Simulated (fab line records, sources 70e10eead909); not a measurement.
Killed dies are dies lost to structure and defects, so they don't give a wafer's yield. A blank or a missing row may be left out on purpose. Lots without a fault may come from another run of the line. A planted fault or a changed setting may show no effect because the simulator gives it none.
Which tool did it? | flow nand_harc | 13 lots, 39 wafers sampled, at 5 steps of a route of 1159

WHAT THE GAUGES READ, wafer by wafer
NHARC_END_SORT_01. Usual: killed_at_array 26, standard deviation 9.9; killed_at_other 0.8, standard deviation 1; killed_at_periphery 2.8, standard deviation 2.2; killed_dies 29, standard deviation 9.9; killed_open 3.2, standard deviation 1.8; killed_short 2.1, standard deviation 1.4.
lot  | measured     | on        | killed_at_array | killed_at_other | killed_at_periphery | killed_dies | killed_open | killed_short | flag
L867 | day 21 18:07 | prober-02 | 24 628 17       | 0 1 2           | 1 1 0               | 25 630 19   | 4 2 1       | 3 3 0        | OFF
L866 | day 21 11:05 | prober-01 | 48 650 633      | 0 1 1           | 2 2 4               | 50 653 638  | 3 3 2       | 3 0 5        | OFF
L868 | day 22 01:08 | prober-01 | 15 645 18       | 1 0 0           | 1 1 2               | 17 646 20   | 3 2 1       | 2 3 0        | OFF

WHICH TOOL RAN EACH LOT (tool, then ch and the chambers of the sampled wafers, then the start)
lot  | NHARC_A_STAIRCASE_TRIM_22                     | NHARC_A_STAIRCASE_STRIP_175          | NHARC_A_STAIRCASE_ETCH_190         | NHARC_A_STAIRCASE_ETCH_199
L858 | rie_diel-08 ch 0,1,2, day 10 21:20 or earlier | plasma_asher-01 ch 0,1, day 10 21:20 | rie_diel-02 ch 1,2, day 10 23:16   | rie_diel-08 ch 0,1,2, no start
L861 | rie_diel-07 ch 1,2,3, day 11 12:14 or earlier | plasma_asher-01 ch 0,1, day 11 12:14 | rie_diel-07 ch 0,2,3, day 11 14:17 | rie_diel-08 ch 0,1, no start
L860 | rie_diel-02 ch 0,1,3, day 11 20:41 or earlier | plasma_asher-01 ch 1, day 11 20:41   | rie_diel-02 ch 0,1,3, day 11 22:50 | rie_diel-08 ch 0,2, no start
L862 | rie_diel-02 ch 1,3, day 12 06:35 or earlier   | plasma_asher-02 ch 1, day 12 06:35   | rie_diel-02 ch 0,3, day 12 08:46   | rie_diel-07 ch 0,2, no start
L867 | rie_diel-08 ch 0,1, day 12 21:05 or earlier   | plasma_asher-01 ch 0,1, day 12 21:05 | rie_diel-08 ch 0,1,3, day 12 23:04 | rie_diel-08 ch 0,1,3, day 21 18:07 or earlier
L866 | rie_diel-02 ch 0,1,3, day 12 21:07 or earlier | plasma_asher-02 ch 0,1, day 12 21:07 | rie_diel-08 ch 0,3, day 12 23:08   | rie_diel-02 ch 0,1, day 21 11:05 or earlier
L868 | rie_diel-02 ch 0,2, day 13 10:13 or earlier   | plasma_asher-02 ch 0,1, day 13 10:13 | rie_diel-08 ch 1,2,3, day 13 12:10 | rie_diel-08 ch 1,2,3, day 22 01:08 or earlier
L874 | rie_diel-07 ch 1,2,3, day 14 16:36 or earlier | plasma_asher-02 ch 1, day 14 16:36   | rie_diel-07 ch 0,2,3, day 14 18:48 | rie_diel-07 ch 0,1,2, no start
L877 | rie_diel-08 ch 0,1, day 15 12:46 or earlier   | plasma_asher-02 ch 0,1, day 15 12:46 | rie_diel-02 ch 1,2, day 15 14:46   | rie_diel-02 ch 1,2, no start
L878 | rie_diel-08 ch 2,3, day 15 21:40 or earlier   | plasma_asher-01 ch 0,1, day 15 21:40 | rie_diel-02 ch 0,1, day 15 23:31   | rie_diel-08 ch 0,1,3, no start
L879 | rie_diel-02 ch 0,1,3, day 16 01:43 or earlier | plasma_asher-01 ch 1, day 16 01:43   | rie_diel-02 ch 0,1,3, day 16 04:01 | rie_diel-08 ch 0,2,3, no start
L881 | rie_diel-02 ch 0,1,2, day 16 01:59 or earlier | plasma_asher-01 ch 0, day 16 01:59   | rie_diel-07 ch 1,2,3, day 16 04:10 | rie_diel-02 ch 1,3, no start
L880 | rie_diel-02 ch 0,1,2, day 16 09:25 or earlier | plasma_asher-01 ch 0,1, day 16 09:25 | rie_diel-02 ch 0,1,3, day 16 11:23 | rie_diel-07 ch 0,3, no start
- NHARC_A_STAIRCASE_TRIM_22: chemistry O2, time 211.2 s.
- NHARC_A_STAIRCASE_STRIP_175: strips in O2.
- NHARC_A_STAIRCASE_ETCH_190: etches the open film in C4F8/O2, target depth 100 nm, time 40.5 s.
- NHARC_A_STAIRCASE_ETCH_199: etches the open film in C4F8/O2, target depth 100 nm, time 40.5 s.

WHAT THE TOOLS THEMSELVES READ (means of the sampled wafers that have a number; where no wafer has one, the mark that the record gives instead)
NHARC_A_STAIRCASE_TRIM_22. Usual: drypump_motor_current_A 5.7 A, standard deviation 0.54; oes_product_au 1.000 a.u., standard deviation 0.0076; rf_vpp_V 58.0 V, standard deviation 1; showerhead_plenum_p_Torr 3.57 Torr, standard deviation 0.17; throttle_valve_pct 17.036 %, standard deviation 0.0089.
lot  | tool        | drypump_motor_current_A (A) | oes_product_au (a.u.) | rf_vpp_V (V) | showerhead_plenum_p_Torr (Torr) | throttle_valve_pct (%) | flag
L858 | rie_diel-08 | 6.3                         | 1.000                 | 58.1         | 3.54                            | 17.034                 |
L861 | rie_diel-07 | 5.2                         | 1.001                 | 58.3         | 3.49                            | 17.046                 |
L860 | rie_diel-02 | 5.5                         | 0.989                 | 58.1         | 3.57                            | 17.037                 |
L862 | rie_diel-02 | 5.4                         | 1.002                 | 57.3         | 3.40                            | 17.034                 |
L867 | rie_diel-08 | 6.1                         | 0.998                 | 58.4         | 3.64                            | 17.037                 |
L866 | rie_diel-02 | 5.5                         | 1.001                 | 57.2         | 3.56                            | 17.039                 |
L868 | rie_diel-02 | 6.1                         | 0.999                 | 58.9         | 3.63                            | 17.036                 |
L874 | rie_diel-07 | 5.2                         | 0.996                 | 58.6         | 3.48                            | 17.027                 |
L877 | rie_diel-08 | 6.2                         | 0.997                 | 58.1         | 3.61                            | 17.038                 |
L878 | rie_diel-08 | 6.3                         | 1.006                 | 57.7         | 3.40                            | 17.039                 |
L879 | rie_diel-02 | 5.5                         | 0.998                 | 58.1         | 3.73                            | 17.030                 |
L881 | rie_diel-02 | 5.8                         | 0.994                 | 57.7         | 3.64                            | 17.045                 |
L880 | rie_diel-02 | 5.8                         | 0.995                 | 58.6         | 3.64                            | 17.046                 |

NHARC_A_STAIRCASE_STRIP_175. Usual: drypump_motor_current_A 5.4 A, standard deviation 0.39; heater_power_w 365 W, standard deviation 26.
lot  | tool            | drypump_motor_current_A (A) | heater_power_w (W) | flag
L858 | plasma_asher-01 | 5.7                         | 347                |
L861 | plasma_asher-01 | 5.4                         | 361                |
L860 | plasma_asher-01 | 5.9                         | 328                |
L862 | plasma_asher-02 | 5.0                         | 408                |
L867 | plasma_asher-01 | 5.7                         | 351                |
L866 | plasma_asher-02 | 5.2                         | 381                |
L868 | plasma_asher-02 | 5.1                         | 399                |
L874 | plasma_asher-02 | 5.0                         | 415                |
L877 | plasma_asher-02 | 5.1                         | 394                |
L878 | plasma_asher-01 | 5.7                         | 347                |
L879 | plasma_asher-01 | 5.9                         | 347                |
L881 | plasma_asher-01 | 5.1                         | 356                |
L880 | plasma_asher-01 | 5.6                         | 348                |

NHARC_A_STAIRCASE_ETCH_190. Usual: oes_product_au 0.938 a.u., standard deviation 0.011; rf_vpp_V 898 V, standard deviation 6.
lot  | tool        | oes_product_au (a.u.) | rf_vpp_V (V) | flag
L858 | rie_diel-02 | 0.942                 | 899          |
L861 | rie_diel-07 | 0.926                 | 897          |
L860 | rie_diel-02 | 0.932                 | 897          |
L862 | rie_diel-02 | 0.943                 | 893          |
L867 | rie_diel-08 | 0.887                 | 900          | OFF
L866 | rie_diel-08 | 0.829                 | 900          | OFF
L868 | rie_diel-08 | 0.900                 | 895          | OFF
L874 | rie_diel-07 | 0.932                 | 897          |
L877 | rie_diel-02 | 0.948                 | 898          |
L878 | rie_diel-02 | 0.948                 | 900          |
L879 | rie_diel-02 | 0.923                 | 903          |
L881 | rie_diel-07 | 0.929                 | 894          |
L880 | rie_diel-02 | 0.946                 | 904          |

NHARC_A_STAIRCASE_ETCH_199. Usual: oes_product_au 0.945 a.u., standard deviation 0.012; rf_vpp_V 898 V, standard deviation 5.8.
lot  | tool        | oes_product_au (a.u.) | rf_vpp_V (V) | flag
L858 | rie_diel-08 | 0.953                 | 896          |
L861 | rie_diel-08 | 0.940                 | 900          |
L860 | rie_diel-08 | 0.942                 | 893          |
L862 | rie_diel-07 | 0.965                 | 901          |
L867 | rie_diel-08 | 0.949                 | 900          |
L866 | rie_diel-02 | 0.946                 | 903          |
L868 | rie_diel-08 | 0.946                 | 896          |
L874 | rie_diel-07 | 0.935                 | 900          |
L877 | rie_diel-02 | 0.941                 | 899          |
L878 | rie_diel-08 | 0.937                 | 899          |
L879 | rie_diel-08 | 0.948                 | 895          |
L881 | rie_diel-02 | 0.949                 | 903          |
L880 | rie_diel-07 | 0.953                 | 899          |

THE ANSWER, worked out from the rows above alone
Rule: a lot is off if the mean of its wafers that have a number lies more than 3 standard deviations from the usual mean. A lot without any number at a reading at which 4 lots or more have one is off too. The other lots that the step has rows for count as sound. The gauges are gone through in route order, then the tools' own readings, and for those a lot's mean is taken as printed above. The first step at which some lot is off is used, and at that step the reading that is off furthest; a lot without a number counts as furthest.
Off: L867, L866, L868, at NHARC_END_SORT_01 (killed_dies). Neither off nor sound, because the step has no rows for them: L858, L861, L860, L862, L874, L877, L878, L879, L881, L880.
A tool fits if, at a process step before that reading, it ran every lot that is off, and no sound lot after the first of them. The gauges at NHARC_END_SORT_01 aren't tried: what is off there is off at NHARC_A_STAIRCASE_ETCH_190 too, on other tools, and a gauge's error can't cause that. NHARC_A_STAIRCASE_TRIM_22 gives no start for some lots, so the hours and the order of its lots are those of NHARC_A_STAIRCASE_STRIP_175. NHARC_A_STAIRCASE_ETCH_199 gives no start for some lots, so the hours and the order of its lots are those of NHARC_END_SORT_01. One fits: rie_diel-08 at NHARC_A_STAIRCASE_ETCH_190. It ran no sound lot before its first lot that is off in this sample, so the start can't be narrowed down.

WHAT THE SIMULATOR HAD PUT IN
Process parameter drift: rie_diel-08, from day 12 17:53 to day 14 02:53, at NHARC_A_STAIRCASE_ETCH_190. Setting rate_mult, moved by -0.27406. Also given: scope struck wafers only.
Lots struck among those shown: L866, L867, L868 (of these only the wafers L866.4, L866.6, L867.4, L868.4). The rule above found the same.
